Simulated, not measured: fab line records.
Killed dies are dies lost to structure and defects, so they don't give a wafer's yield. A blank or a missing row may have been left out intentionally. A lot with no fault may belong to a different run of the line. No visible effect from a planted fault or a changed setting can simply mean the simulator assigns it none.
Matching of chambers :: flow nandHarc :: NHARC_A_CONTACT_CMP_20 on cmp-02: 4 sister chambers
The step polishes, t overpolish 30 s, target thk 300 nm. 7 wafers are shown with their chamber, then 7 later ones without.

== EACH WAFER AND ITS CHAMBER ==
wafer: L078.5
chamber: 3
motorCurrentA (A): 10.7
timeToEndpointS (s): 55

wafer: L082.1
chamber: 0
motorCurrentA (A): 10.2
timeToEndpointS (s): 62

wafer: L087.1
chamber: 1
motorCurrentA (A): 14.5
timeToEndpointS (s): 60

wafer: L087.2
chamber: 0
motorCurrentA (A): 9.7
timeToEndpointS (s): 56

wafer: L087.3
chamber: 2
motorCurrentA (A): 11.9
timeToEndpointS (s): 59

wafer: L090.1
chamber: 1
motorCurrentA (A): 13.9
timeToEndpointS (s): 62

wafer: L090.3
chamber: 2
motorCurrentA (A): 12.3
timeToEndpointS (s): 63

== WAFERS WITHOUT THEIR CHAMBER ==
wafer: L090.4
motorCurrentA (A): 10.1
timeToEndpointS (s): 59

wafer: L089.1
motorCurrentA (A): 13.5
timeToEndpointS (s): 62

wafer: L089.2
motorCurrentA (A): 12.2
timeToEndpointS (s): 60

wafer: L089.3
motorCurrentA (A): 10.2
timeToEndpointS (s): 53

wafer: L091.1
motorCurrentA (A): 11.8
timeToEndpointS (s): 64

wafer: L091.3
motorCurrentA (A): 10.8
timeToEndpointS (s): 58

wafer: L091.5
motorCurrentA (A): 13.9
timeToEndpointS (s): 68

== CHAMBER TAKEN BY EACH ==
wafer: L090.4
from the rows above: can't be placed: 0 or 3
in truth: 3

wafer: L089.1
from the rows above: can't be placed: 1 or 2
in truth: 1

wafer: L089.2
from the rows above: 2
in truth: 2

wafer: L089.3
from the rows above: can't be placed: 3 or 0
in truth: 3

wafer: L091.1
from the rows above: 2
in truth: 2

wafer: L091.3
from the rows above: can't be placed: 3 or 0
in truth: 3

wafer: L091.5
from the rows above: 1
in truth: 1
Placed correctly: 3 of 7. Not placeable from these rows: 4 (in 4, the candidates include the true chamber). 0 placed wrongly.
How it was worked out, from the rows above alone: a wafer's distance from a chamber is the root of the sum, over the readings, of the square of ((its reading less the chamber's mean) divided by the reading's scatter). If the next closest chamber is less than 2 further off than the closest, the wafer can't be placed; otherwise it belongs to the closest. Each chamber's mean is taken over the wafers shown for it. The scatter: take each reading less its chamber's mean, square it, sum over the shown wafers, divide by the number of wafers less the number of chambers, and take the root.
